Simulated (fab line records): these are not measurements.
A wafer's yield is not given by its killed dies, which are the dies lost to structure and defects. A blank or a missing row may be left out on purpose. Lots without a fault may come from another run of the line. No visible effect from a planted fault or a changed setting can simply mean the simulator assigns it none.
fab line records + flow nandHarc
record
- lots=6
- wafers=18
- lastDay=33
route steps=1302 shown A_ONON_D2@565 A_CHANNEL_HOLE_D2@570 END@1302
lots with no fault: from the same line, run without faults
startH: start of the lot's first displayed wafer, in hours after the record's first day + waitH: how many hours have passed since the lot's step before this one + " same as the row above + L1.1+2: a row that stands for several wafers + - value missing, or start not given + * or withheld: withheld + < > ~ a bound
route shown NAME@n: a module of which the file shows steps, and the number in the route of the first + usual: mean/standard deviation taken from wafers without a fault + same: alike in all rows + chamber/n: place in a boat + sites: each site's reading + _std_site: standard deviation across them + _edge_site: the outer-site mean with the inner-site mean subtracted + radiusMm: for every site, how far away it sits from the centre of the wafer + mask NAME#n: copy n + behind: the most recent tool/chamber to have shaped the wafer + hold: the reason the lot was held/the length of the hold in hours/how it ended + device: transistor that didn't switch, given as n, p or np + end of line: tests of these same wafers at the route's end + a step given without rows: its recipe and nothing more + killed: at the first sort, the dies lost to defects and structure; wafer yield is something else + map: a wafer's dies, x killed, . not, _ none there
set.NAME: setting as actually run; set.NAME@STEP: the setting as run at that earlier step + model.NAME: the simulator's own value behind a step, which no gauge read
lots at selected steps of the route; one table per step, one row per wafer
services: a tool's chamber out of use, with start hour (startH, from the record's first day; less than 0 if before it), hours out, and reason
## steps
# step NHARC_A_ONON_D2_THK_MEAS_30
# recipe
- thkMeasGauge=ellipsometry
# usual
- thkNm=1002/12
| lot.wafer | tool         | chamber | startH | waitH | thkNm |
|-----------|--------------|---------|--------|-------|-------|
| L406.2    | filmMetro-01 | -       | 320.45 | -     | 1011  |
| L406.3    | "            | -       | "      | "     | 1013  |
| L406.6    | "            | -       | "      | "     | 1014  |
| L414.1    | filmMetro-01 | -       | 408.18 | -     | 1016  |
| L414.3    | "            | -       | "      | "     | 1015  |
| L414.5    | "            | -       | "      | "     | 1016  |
| L418.4    | filmMetro-02 | -       | 442.74 | -     | 1006  |
| L418.5    | "            | -       | "      | "     | 1006  |
| L418.6    | "            | -       | "      | "     | 1006  |
| L420.1    | filmMetro-01 | -       | 467.66 | -     | 1004  |
| L420.3    | "            | -       | "      | "     | 1006  |
| L420.6    | "            | -       | "      | "     | 1005  |
| L424.1    | filmMetro-02 | -       | 503.89 | -     | 980   |
| L424.3    | "            | -       | "      | "     | 980   |
| L424.5    | "            | -       | "      | "     | 983   |
| L423.1    | filmMetro-01 | -       | 513.75 | -     | 1019  |
| L423.3    | "            | -       | "      | "     | 1018  |
| L423.6    | "            | -       | "      | "     | 1019  |
# step NHARC_A_ONON_D2_DEP_33
# recipe
- targetThkA=2000
- tempC=400
- pressureTorr=6.5
- rfW=900
- teosFlowSccm=161.4
- flowSccm=2650
- targetThkNm=200
- gas=O2
- material=SiO2
# usual
- flowSccm=2652/8.3
- heaterPowerW=498/120
- throttleValvePct=15.9/0.55
| lot.wafer | tool     | chamber | startH | waitH | flowSccm | heaterPowerW | throttleValvePct |
|-----------|----------|---------|--------|-------|----------|--------------|------------------|
| L406.3    | pecvd-04 | 0       | 320.68 | 0.2   | 2644     | 642          | 16.4             |
| L406.2    | "        | 1       | "      | "     | 2648     | 510          | 16.3             |
| L406.6    | "        | 1       | "      | "     | 2644     | 516          | 15.9             |
| L414.1    | pecvd-02 | 1       | 408.23 | 0.1   | 2635     | 441          | 16.8             |
| L414.3    | "        | 2       | "      | "     | 2666     | 299          | 15.7             |
| L414.5    | "        | 1       | "      | "     | 2640     | 449          | 16.8             |
| L418.5    | pecvd-04 | 1       | 442.93 | 0.2   | 2642     | 463          | 16.5             |
| L418.4    | "        | 2       | "      | "     | 2664     | 528          | 16.2             |
| L418.6    | "        | 0       | "      | "     | 2645     | 613          | 16.2             |
| L420.1    | pecvd-02 | 0       | 467.72 | 0.1   | 2647     | 512          | 15.4             |
| L420.3    | "        | 2       | "      | "     | 2662     | 325          | 15.5             |
| L420.6    | "        | 1       | "      | "     | 2649     | 463          | 16.6             |
| L424.1    | pecvd-02 | 2       | 504.09 | 0.2   | 2652     | 317          | 15.7             |
| L424.3    | "        | 1       | "      | "     | 2647     | 330          | 16.6             |
| L424.5    | "        | 2       | "      | "     | 2644     | 324          | 15.6             |
| L423.3    | pecvd-04 | 0       | 513.81 | 0.1   | 2657     | 595          | 15.4             |
| L423.1    | "        | 2       | "      | "     | 2652     | 554          | 15.9             |
| L423.6    | "        | 0       | "      | "     | 2646     | 609          | 15.7             |
# step NHARC_A_ONON_D2_THK_MEAS_34
# recipe
- thkMeasGauge=ellipsometry
# usual
- thkNm=200.5/2.9
| lot.wafer | tool         | chamber | startH | waitH | thkNm |
|-----------|--------------|---------|--------|-------|-------|
| L406.2    | filmMetro-01 | -       | 321.09 | -     | 199.2 |
| L406.3    | "            | -       | "      | "     | 196.4 |
| L406.6    | "            | -       | "      | "     | 204.4 |
| L414.1    | filmMetro-01 | -       | 408.79 | 0.5   | 200.8 |
| L414.3    | "            | -       | "      | "     | 202.7 |
| L414.5    | "            | -       | "      | "     | 199.4 |
| L418.4    | filmMetro-01 | -       | 443.21 | -     | 198.9 |
| L418.5    | "            | -       | "      | "     | 198.2 |
| L418.6    | "            | -       | "      | "     | 200.3 |
| L420.1    | filmMetro-02 | -       | 468.13 | -     | 199.0 |
| L420.3    | "            | -       | "      | "     | 200.3 |
| L420.6    | "            | -       | "      | "     | 201.1 |
| L424.1    | filmMetro-01 | -       | 504.51 | -     | 199.6 |
| L424.3    | "            | -       | "      | "     | 202.0 |
| L424.5    | "            | -       | "      | "     | 198.1 |
| L423.1    | filmMetro-01 | -       | 514.23 | -     | 194.7 |
| L423.3    | "            | -       | "      | "     | 199.3 |
| L423.6    | "            | -       | "      | "     | 197.3 |
# step NHARC_A_ONON_D2_INSPECT_32
# usual
- rawDefectCount=442/240
| lot.wafer | tool             | chamber | startH | waitH | rawDefectCount |
|-----------|------------------|---------|--------|-------|----------------|
| L406.2    | defectInspect-01 | -       | 321.18 | 0.0   | 368            |
| L406.3    | "                | -       | "      | "     | 423            |
| L406.6    | "                | -       | "      | "     | 533            |
| L414.1    | defectInspect-02 | -       | 408.85 | 0.0   | 1322           |
| L414.3    | "                | -       | "      | "     | 1194           |
| L414.5    | "                | -       | "      | "     | 1297           |
| L418.4    | defectInspect-01 | -       | 443.27 | 0.0   | 653            |
| L418.5    | "                | -       | "      | "     | 472            |
| L418.6    | "                | -       | "      | "     | 354            |
| L420.1    | defectInspect-02 | -       | 468.19 | 0.0   | 581            |
| L420.3    | "                | -       | "      | "     | 424            |
| L420.6    | "                | -       | "      | "     | 355            |
| L424.1    | defectInspect-01 | -       | 504.59 | 0.0   | 388            |
| L424.3    | "                | -       | "      | "     | 288            |
| L424.5    | "                | -       | "      | "     | 364            |
| L423.1    | defectInspect-02 | -       | 514.29 | 0.0   | 392            |
| L423.3    | "                | -       | "      | "     | 605            |
| L423.6    | "                | -       | "      | "     | 412            |
# step NHARC_A_CHANNEL_HOLE_D2_DEP_00
# recipe
- targetThkA=31000
- tempC=400
- material=aC
# usual
- throttleValvePct=35.000/0.0083
| lot.wafer | tool      | chamber | startH | waitH | throttleValvePct |
|-----------|-----------|---------|--------|-------|------------------|
| L406.2    | aclDep-01 | 0       | 326.52 | 5.3   | 35.010           |
| L406.3    | "         | 0       | "      | "     | 34.996           |
| L406.6    | "         | 0       | "      | "     | 35.005           |
| L414.1    | aclDep-01 | 0       | 409.60 | 0.8   | 35.000           |
| L414.3    | "         | 0       | "      | "     | 34.994           |
| L414.5    | "         | 0       | "      | "     | 35.018           |
| L418.4    | aclDep-03 | 0       | 446.19 | 2.9   | 35.001           |
| L418.5    | "         | 0       | "      | "     | 34.997           |
| L418.6    | "         | 0       | "      | "     | 34.995           |
| L420.1    | aclDep-03 | 0       | 468.52 | 0.3   | 34.996           |
| L420.3    | "         | 0       | "      | "     | 34.995           |
| L420.6    | "         | 0       | "      | "     | 34.980           |
| L424.1    | aclDep-01 | 0       | 504.77 | 0.2   | 35.005           |
| L424.3    | "         | 0       | "      | "     | 35.004           |
| L424.5    | "         | 0       | "      | "     | 35.000           |
| L423.1    | aclDep-01 | 0       | 514.36 | 0.1   | 34.998           |
| L423.3    | "         | 0       | "      | "     | 34.998           |
| L423.6    | "         | 0       | "      | "     | 35.005           |
# step NHARC_A_CHANNEL_HOLE_D2_DEP_01
# recipe
- targetThkA=1400
- targetThkNm=140
- tempC=400
- pressureTorr=3.5
- flowSccm=200
- rfW=350
- material=SiON
# usual
- heaterPowerW=673/84
| lot.wafer | tool     | chamber | startH | waitH | heaterPowerW |
|-----------|----------|---------|--------|-------|--------------|
| L406.2    | pecvd-04 | 1       | 328.14 | 1.3   | 660          |
| L406.3    | "        | 0       | "      | "     | 744          |
| L406.6    | "        | 1       | "      | "     | 665          |
| L414.3    | pecvd-01 | 0       | 411.54 | 1.0   | 789          |
| L414.1    | "        | 2       | "      | "     | 620          |
| L414.5    | "        | 1       | "      | "     | 673          |
| L418.5    | pecvd-01 | 2       | 447.26 | 0.4   | 627          |
| L418.6    | "        | 0       | "      | "     | 745          |
| L418.4    | "        | 1       | "      | "     | 608          |
| L420.1    | pecvd-02 | 0       | 470.46 | 1.6   | 730          |
| L420.3    | "        | 1       | "      | "     | 550          |
| L420.6    | "        | 0       | "      | "     | 722          |
| L424.1    | pecvd-02 | 2       | 506.70 | 1.6   | 507          |
| L424.3    | "        | 0       | "      | "     | 730          |
| L424.5    | "        | 1       | "      | "     | 590          |
| L423.1    | pecvd-01 | 2       | 516.30 | 1.6   | 711          |
| L423.3    | "        | 0       | "      | "     | 746          |
| L423.6    | "        | 1       | "      | "     | 734          |
# step NHARC_A_CHANNEL_HOLE_D2_DEHYDRATE_02
# recipe
- tempC=150
- timeS=120
# step NHARC_A_CHANNEL_HOLE_D2_HMDS_03
# recipe
- timeS=30
# step NHARC_A_CHANNEL_HOLE_D2_COAT_36
# recipe
- tempC=260
- timeS=75
# step NHARC_A_CHANNEL_HOLE_D2_COAT_37
# recipe
- tempC=225
- timeS=65
# step NHARC_A_CHANNEL_HOLE_D2_COAT_04
# recipe
- spinRpm=1500
- resistThkNm=90
# step NHARC_A_CHANNEL_HOLE_D2_SOFTBAKE_05
# recipe
- tempC=105
- timeS=55
# usual
- heaterPowerTotalW=188.46/0.14
| lot.wafer | tool          | chamber | startH | waitH | heaterPowerTotalW |
|-----------|---------------|---------|--------|-------|-------------------|
| L406.2    | lithoTrack-01 | 0       | 328    | -     | 188.50            |
| L406.3    | "             | 0       | "      | "     | 188.32            |
| L406.6    | "             | 0       | "      | "     | 188.38            |
| L414.1    | lithoTrack-04 | 0       | 411    | -     | 188.37            |
| L414.3    | "             | 0       | "      | "     | 188.30            |
| L414.5    | "             | 0       | "      | "     | 188.55            |
| L418.4    | lithoTrack-04 | 0       | 447    | -     | 188.42            |
| L418.5    | "             | 0       | "      | "     | 323.27            |
| L418.6    | "             | 0       | "      | "     | 322.98            |
| L420.1    | lithoTrack-04 | 0       | 470    | -     | 323.02            |
| L420.3    | "             | 0       | "      | "     | 188.60            |
| L420.6    | "             | 0       | "      | "     | 323.16            |
| L424.1    | lithoTrack-06 | 0       | 506    | -     | 188.41            |
| L424.3    | "             | 0       | "      | "     | 188.49            |
| L424.5    | "             | 0       | "      | "     | 188.34            |
| L423.1    | lithoTrack-06 | 0       | 516    | -     | 188.73            |
| L423.3    | "             | 0       | "      | "     | 188.42            |
| L423.6    | "             | 0       | "      | "     | 188.43            |
# step NHARC_A_CHANNEL_HOLE_D2_EBR_06
# step NHARC_END_SORT_01
# recipe
- tempC=25
# usual
- killedAtArray=56/21
- killedAtOther=1.2/1.6
- killedAtPeriphery=3.7/2.5
- killedDies=61/21
- killedOpen=3.1/1.8
- killedShort=2.8/1.7
# same
- grossDies=677
| lot.wafer | tool      | chamber | startH | waitH | killedAtArray | killedAtOther | killedAtPeriphery | killedDies | killedOpen | killedShort |
|-----------|-----------|---------|--------|-------|---------------|---------------|-------------------|------------|------------|-------------|
| L406.2    | prober-01 | 0       | 601.64 | 2.8   | 83            | 1             | 4                 | 88         | 4          | 2           |
| L406.3    | prober-01 | 0       | 602.44 | 3.1   | 55            | 4             | 6                 | 65         | 3          | 3           |
| L406.6    | prober-01 | 0       | 604.82 | 4.0   | 66            | 0             | 5                 | 71         | 5          | 1           |
| L423.1    | prober-02 | 0       | 772.46 | 2.5   | 48            | 1             | 3                 | 52         | 1          | 4           |
| L423.3    | prober-02 | 0       | 774.03 | 3.1   | 64            | 0             | 4                 | 68         | 4          | 2           |
| L423.6    | prober-02 | 0       | 776.40 | 3.9   | 60            | 1             | 1                 | 62         | 0          | 2           |
# killed by level:class
L406.2 A_CHANNEL_HOLE_D1:chamberFilmFlake=40 A_CHANNEL_HOLE_D2:chamberFilmFlake=28 A_SLIT:chamberFilmFlake=5 A_STAIRCASE:chamberFilmFlake=4 P_M1:geometricParticle:open=3 P_GATE:geometricParticle:short=1 A_ONON_D1:geometricParticle:open=1 A_CHANNEL_FILL_D1:geometricParticle:short=1
L406.3 A_CHANNEL_HOLE_D1:chamberFilmFlake=32 A_CHANNEL_HOLE_D2:chamberFilmFlake=18 THIN_TSV:chamberFilmFlake=4 P_ZERO_WELL:chamberFilmFlake=2 P_STI:geometricParticle:open=1 P_GATE:geometricParticle:short=1 P_M0:geometricParticle:short=1 A_CHANNEL_HOLE_D1:geometricParticle:short=1
L406.6 A_CHANNEL_HOLE_D2:chamberFilmFlake=31 A_CHANNEL_HOLE_D1:chamberFilmFlake=28 P_M0:geometricParticle:open=3 A_DECK1_JOINT:chamberFilmFlake=2 A_CONTACT:chamberFilmFlake=2 P_GATE:geometricParticle:open=1 A_CHANNEL_HOLE_D1:geometricParticle:open=1 A_SGD_CUT:geometricParticle:short=1
L423.1 A_SLIT:chamberFilmFlake=25 A_CHANNEL_HOLE_D1:chamberFilmFlake=13 A_CONTACT:chamberFilmFlake=4 P_M2:geometricParticle:short=1 A_DECK1_JOINT:geometricParticle:short=1 A_CHANNEL_HOLE_D2:geometricParticle:short=1 A_WL_FILL:geometricParticle:short=1 A_M0:geometricParticle:open=1
L423.3 A_SLIT:chamberFilmFlake=30 A_CHANNEL_HOLE_D1:chamberFilmFlake=17 A_SGD_CUT:chamberFilmFlake=4 A_ZERO_WELL:chamberFilmFlake=2 A_STAIRCASE:chamberFilmFlake=2 A_WL_FILL:chamberFilmFlake=2 A_CONTACT:chamberFilmFlake=2 P_CONTACT:geometricParticle:open=1
L423.6 A_SLIT:chamberFilmFlake=34 A_CHANNEL_HOLE_D1:chamberFilmFlake=15 A_SGD_CUT:chamberFilmFlake=5 A_WL_FILL:chamberFilmFlake=2 P_M1:geometricParticle:short=1 A_ONON_D1:geometricParticle:short=1 A_CHANNEL_HOLE_D2:chamberFilmFlake=1 A_STAIRCASE:chamberFilmFlake=1
## services
| tool          | chamber | startH | hours | kind      |
|---------------|---------|--------|-------|-----------|
| aclDep-03     | -       | 301.63 | 13.0  | pm        |
| pecvd-01      | -       | 311.00 | 13.0  | pm        |
| lithoTrack-01 | -       | 330.00 | 7.0   | pm        |
| pecvd-02      | 2       | 331.50 | 2.7   | repair    |
| pecvd-04      | -       | 344.28 | 4.8   | repair    |
| lithoTrack-06 | -       | 354.00 | 7.0   | pm        |
| pecvd-01      | 2       | 358.90 | 8.7   | repair    |
| aclDep-01     | -       | 369.23 | 13.0  | pm        |
| lithoTrack-04 | -       | 378.00 | 7.0   | pm        |
| pecvd-02      | 0       | 404.50 | 20.8  | repair    |
| pecvd-02      | -       | 408.71 | 13.0  | pm        |
| pecvd-02      | 1       | 408.71 | 13.0  | ventCycle |
| pecvd-02      | 2       | 408.71 | 13.1  | ventCycle |
| pecvd-02      | 1       | 421.71 | -     | clean     |
| pecvd-04      | -       | 450.21 | 13.0  | pm        |
| pecvd-04      | 0       | 450.21 | 13.0  | ventCycle |
| pecvd-04      | 1       | 450.21 | 13.0  | ventCycle |
| pecvd-04      | 2       | 450.21 | 13.0  | ventCycle |
| pecvd-02      | 1       | 454.41 | 6.2   | repair    |
| pecvd-04      | 0       | 463.21 | -     | clean     |
| aclDep-03     | -       | 482.78 | 13.0  | pm        |
| pecvd-01      | -       | 492.00 | 13.0  | pm        |
| pecvd-04      | -       | 502.11 | 2.8   | repair    |
| lithoTrack-01 | -       | 505.00 | 7.0   | pm        |
## key
firstSign
- step=NHARC_A_CHANNEL_HOLE_D2_SOFTBAKE_05
- reading=heaterPowerTotalW
- direction=up
- sigmas=99+
- usual=*
- struck=*
effect none on later readings
metAt NHARC_A_CHANNEL_HOLE_D2_SOFTBAKE_05
struckWafers L418.5,L418.6,L420.1,L420.6
testerLeftOut L418,L420
onsetBetween 411 447
fault
- kind=processParameterDrift
- tool=lithoTrack-04
- chamber=-
- onsetH=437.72
- steps=NHARC_A_CHANNEL_HOLE_D2_SOFTBAKE_05
- channel=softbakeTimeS
- offset=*
- shape=step
- endH=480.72
- scope=struckWafersOnly
- actsIn=*
- stated=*
# testerLeftOut: of these lots the tester's yield and bins aren't shown, on N5 and GAA mostly nor the transistor test; their killed dies are dies lost to structure and defects alone, not to doping, threshold or leakage, so they don't give the yield
